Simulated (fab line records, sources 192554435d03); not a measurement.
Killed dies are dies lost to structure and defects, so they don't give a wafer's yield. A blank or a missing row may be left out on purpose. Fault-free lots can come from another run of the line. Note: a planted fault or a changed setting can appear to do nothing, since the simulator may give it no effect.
What tool caused it? | flow n5_finfet | 8 lots, 24 wafers sampled, at 8 steps of a route of 1938

## WHAT THE GAUGES READ, wafer by wafer
N5_FIN_SAQP_INSPECT_40: inspects for defects (brightfield). Usual: raw_defect_count reads 222 (standard deviation 64).
lot  | measured    | on                | raw_defect_count | flag
L839 | day 2 20:13 | defect_inspect-01 | 136 190 171      |
L840 | day 3 02:51 | defect_inspect-01 | 171 146 93       |
L846 | day 4 14:08 | defect_inspect-01 | 190 126 233      |
L847 | day 4 20:37 | defect_inspect-01 | 260 258 216      |
L849 | day 5 09:16 | defect_inspect-02 | 407 337 245      |
L855 | day 6 22:22 | defect_inspect-01 | 564 213 199      |
L857 | day 7 11:29 | defect_inspect-01 | 497 207 127      |
L859 | day 7 21:08 | defect_inspect-01 | 160 226 173      |

N5_FIN_CUT_OVL_MEAS_09. Usual: FIN_CUT_OVL 0.3 nm, standard deviation 0.62.
lot  | measured    | on         | FIN_CUT_OVL (nm) | flag
L839 | day 2 20:33 | overlay-02 | 1.0 0.9 1.3      |
L840 | day 3 03:19 | overlay-02 | 0.4 0.6 0.1      |
L846 | day 4 14:28 | overlay-01 | 0.7 0.9 0.7      |
L847 | day 4 21:05 | overlay-01 | -0.9 -1.5 -1.2   |
L849 | day 5 09:37 | overlay-01 | 1.5 -0.3 0.4     |
L855 | day 6 22:43 | overlay-01 | 0.0 0.2 -0.4     |
L857 | day 7 23:07 | overlay-01 | 1.2 0.7 0.7      |
L859 | day 7 23:24 | overlay-01 | 1.3 0.8 1.5      |

N5_FIN_CUT_INSPECT_10: inspects for defects (brightfield). Usual: raw_defect_count reads 42 (standard deviation 11).
lot  | measured    | on                | raw_defect_count | flag
L839 | day 2 20:37 | defect_inspect-02 | 30 40 38         |
L840 | day 3 03:22 | defect_inspect-02 | 37 26 21         |
L846 | day 4 14:31 | defect_inspect-01 | 33 31 36         |
L847 | day 4 21:08 | defect_inspect-02 | 52 53 36         |
L849 | day 5 09:40 | defect_inspect-01 | 91 52 39         |
L855 | day 6 22:46 | defect_inspect-01 | 360 34 34        | OFF
L857 | day 7 23:11 | defect_inspect-01 | 356 35 23        | OFF
L859 | day 7 23:26 | defect_inspect-01 | 27 35 30         |

N5_FIN_CUT_INSPECT_17: inspects for defects (brightfield). Usual: raw_defect_count reads 224 (standard deviation 64).
lot  | measured    | on                | raw_defect_count | flag
L839 | day 2 21:44 | defect_inspect-02 | 156 195 154      |
L840 | day 3 04:19 | defect_inspect-02 | 179 141 113      |
L846 | day 4 15:34 | defect_inspect-02 | 191 147 262      |
L847 | day 4 22:15 | defect_inspect-02 | 291 261 210      |
L849 | day 5 10:41 | defect_inspect-02 | 410 351 241      |
L855 | day 6 23:48 | defect_inspect-02 | 578 209 197      |
L857 | day 8 02:20 | defect_inspect-02 | 512 216 141      |
L859 | day 8 03:14 | defect_inspect-02 | 163 254 177      |

N5_BEOL_M4_RC_MEAS_101. Usual: DIBL_N 36.5 mV/V, standard deviation 1.2; DIBL_P 36.5 mV/V, standard deviation 1.6; IOFF_N 0.162 nA/um, standard deviation 0.023; IOFF_P 0.221 nA/um, standard deviation 0.03; ION_N 678 uA/um, standard deviation 8; ION_P 466 uA/um, standard deviation 6.3; SS_N 71.6 mV/dec, standard deviation 0.46; SS_P 73.3 mV/dec, standard deviation 0.57; VT_N 249.2 mV, standard deviation 2.6; VT_P -249 mV, standard deviation 3.3.
lot  | measured     | on        | DIBL_N (mV/V)  | DIBL_P (mV/V)  | IOFF_N (nA/um)    | IOFF_P (nA/um)    | ION_N (uA/um) | ION_P (uA/um) | SS_N (mV/dec)  | SS_P (mV/dec)  | VT_N (mV)         | VT_P (mV)      | flag
L839 | day 10 19:10 | prober-02 | 34.9 35.4 36.6 | 33.9 32.9 34.1 | 0.131 0.129 0.145 | 0.212 0.198 0.216 | 674 664 668   | 468 456 469   | 71.7 71.5 72.1 | 72.4 72.3 72.4 | 250.3 253.1 250.4 | -247 -251 -247 |
L840 | day 11 01:40 | prober-02 | 36.6 37.0 36.9 | 38.9 39.9 39.0 | 0.186 0.209 0.191 | 0.239 0.253 0.232 | 683 693 682   | 467 470 470   | 71.1 71.8 71.4 | 74.4 73.7 73.8 | 248.0 244.0 246.5 | -248 -245 -248 |
L846 | day 12 02:00 | prober-01 | 34.8 38.3 37.4 | 35.7 39.0 37.6 | 0.142 0.199 0.173 | 0.203 0.261 0.230 | 668 684 665   | 463 465 458   | 71.2 72.4 72.0 | 72.7 74.4 73.6 | 250.4 245.0 249.0 | -250 -247 -251 |
L847 | day 12 23:46 | prober-02 | 35.7 36.7 36.8 | 35.1 35.9 36.9 | 0.158 0.175 0.188 | 0.179 0.192 0.210 | 681 680 689   | 454 455 463   | 71.3 71.9 72.1 | 73.0 73.6 73.7 | 252.5 246.2 249.9 | -254 -254 -250 |
L849 | day 13 02:37 | prober-01 | 36.6 36.0 37.1 | 36.6 36.7 37.6 | 0.161 0.152 0.177 | 0.226 0.232 0.246 | 682 670 686   | 467 466 471   | 71.9 71.6 71.3 | 73.1 73.4 72.5 | 251.7 251.2 247.3 | -247 -251 -246 |
L855 | day 14 12:09 | prober-02 | 38.8 36.4 38.4 | 39.4 36.0 38.4 | 0.225 0.173 0.204 | 0.302 0.244 0.288 | 700 682 687   | 475 471 479   | 72.1 71.6 71.8 | 74.0 72.6 74.0 | 243.9 246.0 246.0 | -244 -245 -244 |
L857 | day 16 01:32 | prober-02 | 37.5 37.1 35.6 | 37.2 36.5 34.3 | 0.169 0.147 0.125 | 0.210 0.203 0.176 | 675 669 668   | 462 462 459   | 72.1 72.0 70.9 | 73.1 72.9 73.2 | 250.7 251.4 253.9 | -251 -249 -252 |
L859 | day 16 07:52 | prober-02 | 38.1 37.7 39.2 | 38.1 36.9 38.9 | 0.181 0.170 0.206 | 0.251 0.233 0.258 | 678 691 690   | 468 469 463   | 72.3 72.2 72.1 | 74.5 74.4 73.9 | 248.3 249.1 245.9 | -249 -247 -249 |

## WHICH TOOL RAN EACH LOT (tool, then ch and the chambers of the sampled wafers, then the start)
lot  | N5_FIN_SAQP_STRIP_55              | N5_FIN_SAQP_SPACER2_ALD_28       | N5_FIN_SAQP_FIN_ETCH_36
L839 | rie_diel-01 ch 0,1, day 2 15:44   | ald_sin-01 ch 0,3, day 2 19:07   | rie_si-04 ch 1,2,3, day 2 19:58
L840 | rie_diel-01 ch 0,1, day 2 21:54   | ald_sin-04 ch 0,2,3, day 3 01:41 | rie_si-01 ch 0,3, day 3 02:36
L846 | rie_diel-06 ch 0,2,3, day 4 10:04 | ald_sin-04 ch 0,2,3, day 4 13:01 | rie_si-01 ch 0,2,3, day 4 13:53
L847 | rie_diel-01 ch 0,1,2, day 4 16:03 | ald_sin-04 ch 1,3, day 4 19:28   | rie_si-01 ch 0,1,2, day 4 20:20
L849 | rie_diel-06 ch 0,3, day 5 04:13   | ald_sin-04 ch 0,1,3, day 5 08:02 | rie_si-02 ch 1,3, day 5 09:01
L855 | rie_diel-04 ch 1,2,3, day 6 16:17 | ald_sin-01 ch 0,1,2, day 6 21:16 | rie_si-01 ch 0,2,3, day 6 22:07
L857 | rie_diel-04 ch 0,1,3, day 7 07:33 | ald_sin-03 ch 1,2,3, day 7 10:22 | rie_si-01 ch 0,2,3, day 7 11:13
L859 | rie_diel-06 ch 0,3, day 7 17:04   | ald_sin-03 ch 1,2,3, day 7 20:02 | rie_si-02 ch 0,2,3, day 7 20:53
- N5_FIN_SAQP_STRIP_55: strips in N2/H2.
- N5_FIN_SAQP_SPACER2_ALD_28: deposits SiO2, target thk 8.1 nm, pulse time 1 s, purge time 2 s.
- N5_FIN_SAQP_FIN_ETCH_36: etches the open film in HBr/Cl2/O2, target depth 120 nm, time 50.4 s.

## WHAT THE TOOLS THEMSELVES READ (means of the sampled wafers that have a number; where no wafer has one, the mark that the record gives instead)
N5_FIN_SAQP_STRIP_55. Usual: drypump_motor_current_A 5.8 A, standard deviation 0.39; oes_product_au 0.82 a.u., standard deviation 0.071; rf_vpp_V 122.3 V, standard deviation 1.5; showerhead_plenum_p_Torr 3.41 Torr, standard deviation 0.087; throttle_valve_pct 18.9 %, standard deviation 0.35.
lot  | tool        | drypump_motor_current_A (A) | oes_product_au (a.u.) | rf_vpp_V (V) | showerhead_plenum_p_Torr (Torr) | throttle_valve_pct (%) | flag
L839 | rie_diel-01 | 5.8                         | 0.91                  | 122.6        | 3.51                            | 19.0                   |
L840 | rie_diel-01 | 5.8                         | 0.90                  | 122.7        | 3.47                            | 18.9                   |
L846 | rie_diel-06 | 5.6                         | 0.77                  | 122.0        | 3.41                            | 19.1                   |
L847 | rie_diel-01 | 5.9                         | 0.89                  | 122.1        | 3.42                            | 18.9                   |
L849 | rie_diel-06 | 6.0                         | 0.76                  | 121.9        | 3.35                            | 19.2                   |
L855 | rie_diel-04 | 5.7                         | 0.77                  | 122.0        | 3.45                            | 18.8                   |
L857 | rie_diel-04 | 6.1                         | 0.85                  | 122.0        | 3.48                            | 18.5                   |
L859 | rie_diel-06 | 6.0                         | 0.75                  | 122.9        | 3.34                            | 19.2                   |

N5_FIN_SAQP_SPACER2_ALD_28. Usual: heater_power_w 483 W, standard deviation 61; precursor_pulse_height_rel 1.002, standard deviation 0.02.
lot  | tool       | heater_power_w (W) | precursor_pulse_height_rel | flag
L839 | ald_sin-01 | 469                | 1.000                      |
L840 | ald_sin-04 | 491                | 1.006                      |
L846 | ald_sin-04 | 498                | 1.020                      |
L847 | ald_sin-04 | 498                | 0.981                      |
L849 | ald_sin-04 | 484                | 1.002                      |
L855 | ald_sin-01 | 506                | 1.000                      |
L857 | ald_sin-03 | 478                | 1.015                      |
L859 | ald_sin-03 | 497                | 0.991                      |

N5_FIN_SAQP_FIN_ETCH_36. Usual: drypump_motor_current_A 6.0 A, standard deviation 0.54; oes_product_au 1.006 a.u., standard deviation 0.017; throttle_valve_pct 36.11 %, standard deviation 0.26.
lot  | tool      | drypump_motor_current_A (A) | oes_product_au (a.u.) | throttle_valve_pct (%) | flag
L839 | rie_si-04 | 6.3                         | 1.005                 | 35.79                  |
L840 | rie_si-01 | 6.4                         | 1.008                 | 36.29                  |
L846 | rie_si-01 | 6.0                         | 1.011                 | 36.35                  |
L847 | rie_si-01 | 6.0                         | 1.019                 | 36.35                  |
L849 | rie_si-02 | 5.8                         | 1.000                 | 36.08                  |
L855 | rie_si-01 | 6.0                         | 1.010                 | 36.35                  |
L857 | rie_si-01 | 6.0                         | 1.021                 | 36.34                  |
L859 | rie_si-02 | 5.4                         | 1.011                 | 36.14                  |

## THE ANSWER, worked out from the rows above alone
Rule: a lot counts as off when the mean over its wafers that have a number is more than 3 standard deviations away from the usual mean. Also off: a lot with no number at a reading for which 4 or more lots have one. Any other lot the step has rows for is counted as sound. Order of review: gauges by route order, followed by the tools' own readings, for which a lot's mean as printed above is used. The first step at which some lot is off is used, and at that step the reading that is off furthest; a lot without a number counts as furthest.
Off: L855, L857, at N5_FIN_CUT_INSPECT_10 (raw_defect_count).
If a tool, at a process step before that reading, ran all the lots that are off and no sound lot after the first of them, it fits. The gauges at N5_FIN_CUT_INSPECT_10 are tried like those tools. Can't be told from this: 2 tools fit, rie_diel-04 at N5_FIN_SAQP_STRIP_55, rie_si-01 at N5_FIN_SAQP_FIN_ETCH_36.

## WHAT WAS PUT IN BY THE SIMULATOR
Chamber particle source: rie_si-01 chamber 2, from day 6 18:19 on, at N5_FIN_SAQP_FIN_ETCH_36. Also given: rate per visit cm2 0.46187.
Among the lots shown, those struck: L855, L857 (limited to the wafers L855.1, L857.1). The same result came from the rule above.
